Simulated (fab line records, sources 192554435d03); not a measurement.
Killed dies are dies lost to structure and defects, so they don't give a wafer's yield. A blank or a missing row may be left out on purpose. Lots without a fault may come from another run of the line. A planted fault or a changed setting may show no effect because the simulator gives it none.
Split-lot experiment | flow n5_finfet | 7 lots, 21 wafers read, on a route of 1938 steps

THE SPLIT
At N5_DUMMY_GATE_ETCH_32 (etches SiO2 in CF4, target depth 3.5 nm, time 3.9 s), the setting time_s was moved away from the recipe's 3.9 s on 7 of the 21 wafers read, by -15.3% to +20.4%. The other wafers ran this setting at the recipe's value.

The reading is taken at the split's own step.

THE READING
etch.depth_nm (the simulator's own value, which no gauge read), in nm, at N5_DUMMY_GATE_ETCH_32 (etches SiO2 in CF4, target depth 3.5 nm, time 3.9 s). The file gives no usual value for it. The 14 wafers here that ran the recipe average 3.486 nm, standard deviation 0.057 nm.

wafer  | tool, chamber at the split | time_s as run, s | against the recipe | etch.depth_nm, nm | against lot-mates on the recipe
L074.1 | rie_si-01, 1               | 3.305            | -15.3%             | 2.849             | no lot-mate on the recipe
L074.3 | rie_si-01, 3               | 3.305            | -15.3%             | 2.998             | no lot-mate on the recipe
L074.6 | rie_si-01, 1               | 3.305            | -15.3%             | 2.843             | no lot-mate on the recipe
L078.1 | rie_si-01, 2               | 3.9              | recipe             | 3.531             | -
L078.2 | rie_si-01, 0               | 3.53             | -9.5%              | 3.153             | -0.356
L078.5 | rie_si-01, 0               | 3.9              | recipe             | 3.487             | -
L081.1 | rie_si-04, 0               | 3.9              | recipe             | 3.519             | -
L081.2 | rie_si-04, 1               | 3.9              | recipe             | 3.569             | -
L081.5 | rie_si-04, 3               | 3.9              | recipe             | 3.415             | -
L088.1 | rie_si-03, 1               | 4.695            | +20.4%             | 4.172             | +0.763
L088.3 | rie_si-03, 0               | 3.9              | recipe             | 3.409             | -
L088.6 | rie_si-03, 3               | 3.9              | recipe             | 3.408             | -
L090.1 | rie_si-04, 3               | 3.9              | recipe             | 3.421             | -
L090.2 | rie_si-04, 2               | 3.9              | recipe             | 3.516             | -
L090.3 | rie_si-04, 1               | 3.9              | recipe             | 3.556             | -
L096.1 | rie_si-01, 2               | 3.9              | recipe             | 3.527             | -
L096.2 | rie_si-01, 0               | 3.9              | recipe             | 3.45              | -
L096.4 | rie_si-01, 0               | 3.9              | recipe             | 3.449             | -
L097.1 | rie_si-01, 0               | 4.475            | +14.7%             | 3.985             | +0.433
L097.5 | rie_si-01, 1               | 4.475            | +14.7%             | 3.889             | +0.337
L097.6 | rie_si-01, 2               | 3.9              | recipe             | 3.552             | -

THE FIT
A straight line over all 21 wafers: etch.depth_nm changes by +0.035 nm for each +1% of time_s; r = +0.98; the points scatter about the line by 0.065 nm.
The same after taking each lot's own level away (the mean of its wafers on the recipe; 18 wafers): +0.0325 nm for each +1%; r = +0.97; scatter 0.062 nm.
On that fit, the largest move of time_s shifts the reading by 0.66 nm.
The lots' own levels span 3.4085 to 3.5520 nm, that is 2.5 times the standard deviation above.
So the lot-to-lot level changes the slope little: the two slopes agree.
Check: with one of the wafers moved furthest among these (+20.4%) left out of the fit, the line predicts +0.57 nm for it against its lot-mates. It came out at +0.763 nm against them.

OTHER SPLITS ON THESE WAFERS
These wafers also went through other splits before the reading. Each is held against what the fit with the lots' levels taken away leaves over:
other split on the same wafers            | wafers away from the commonest value | r with etch.depth_nm (lot level and that fit taken away)
N5_WELL_APT_EXPOSE_05 dose_mj             | 7                                    | +0.00
N5_WELL_APT_PEB_06 peb_time_s             | 9                                    | -0.07
N5_PMOS_HMC_CHANNEL_EPI_PEB_07 peb_time_s | 6                                    | -0.14
N5_PMOS_HMC_CHANNEL_EPI_ETCH_32 bias_w    | 6                                    | +0.00
N5_FIN_SAQP_HM_DEP_03 time_s              | 8                                    | +0.29
N5_FIN_SAQP_EXPOSE_13 dose_mj             | 8                                    | +0.38

THE FILE'S OWN FIT
etch.depth_nm changes by +0.0341 nm for each +1% of time_s, r = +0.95.
